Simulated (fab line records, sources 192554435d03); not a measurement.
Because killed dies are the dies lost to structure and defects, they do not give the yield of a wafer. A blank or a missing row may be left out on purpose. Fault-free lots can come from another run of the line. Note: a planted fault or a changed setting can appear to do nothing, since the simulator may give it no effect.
Chamber matching :: flow n5Finfet :: N5_BEOL_M10_CURE_72 on uvCure-03 has 3 sister chambers
The step cures SiCOH lowk, time 120 s. 6 wafers are shown with their chamber, then 6 later ones without.

## WAFERS, EACH WITH ITS CHAMBER
wafer: L078.3
chamber: 0
wafer_temp_C_max: 370.9
lampPowerPct (%): 52.29

wafer: L078.4
chamber: 0
wafer_temp_C_max: 370.5
lampPowerPct (%): 52.23

wafer: L090.3
chamber: 2
wafer_temp_C_max: 371.7
lampPowerPct (%): 52.23

wafer: L090.5
chamber: 2
wafer_temp_C_max: 372.0
lampPowerPct (%): 52.36

wafer: L092.2
chamber: 1
wafer_temp_C_max: 372.6
lampPowerPct (%): 52.28

wafer: L092.4
chamber: 1
wafer_temp_C_max: 372.7
lampPowerPct (%): 52.32

## WAFERS MISSING THEIR CHAMBER
wafer: L095.2
wafer_temp_C_max: 372.5
lampPowerPct (%): 52.39

wafer: L095.5
wafer_temp_C_max: 371.7
lampPowerPct (%): 52.27

wafer: L095.6
wafer_temp_C_max: 371.8
lampPowerPct (%): 52.32

wafer: L096.4
wafer_temp_C_max: 374.5
lampPowerPct (%): 52.32

wafer: L096.5
wafer_temp_C_max: 372.8
lampPowerPct (%): 52.28

wafer: L096.6
wafer_temp_C_max: 373.4
lampPowerPct (%): 52.35

## WHICH CHAMBER EACH ONE RAN IN
wafer: L095.2
from the rows above: can't be placed: 1 or 2
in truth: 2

wafer: L095.5
from the rows above: 2
in truth: 2

wafer: L095.6
from the rows above: 2
in truth: 2

wafer: L096.4
from the rows above: 1
in truth: 1

wafer: L096.5
from the rows above: 1
in truth: 1

wafer: L096.6
from the rows above: 1
in truth: 1
5 of 6 placed correctly. Cannot be placed on the basis of these rows: 1; the candidates contain the true chamber in 1. Placed wrongly: 0.
How it was worked out, from the rows above alone: a wafer's distance from a chamber is the root of the sum, over the readings, of the square of ((its reading less the chamber's mean) divided by the reading's scatter). If the next closest chamber is less than 2 further off than the closest, the wafer can't be placed; otherwise it belongs to the closest. A chamber's mean is the mean of its shown wafers. The scatter: the root of (the sum of the squares of (reading less its chamber's mean) over the shown wafers, divided by (wafers less chambers)).
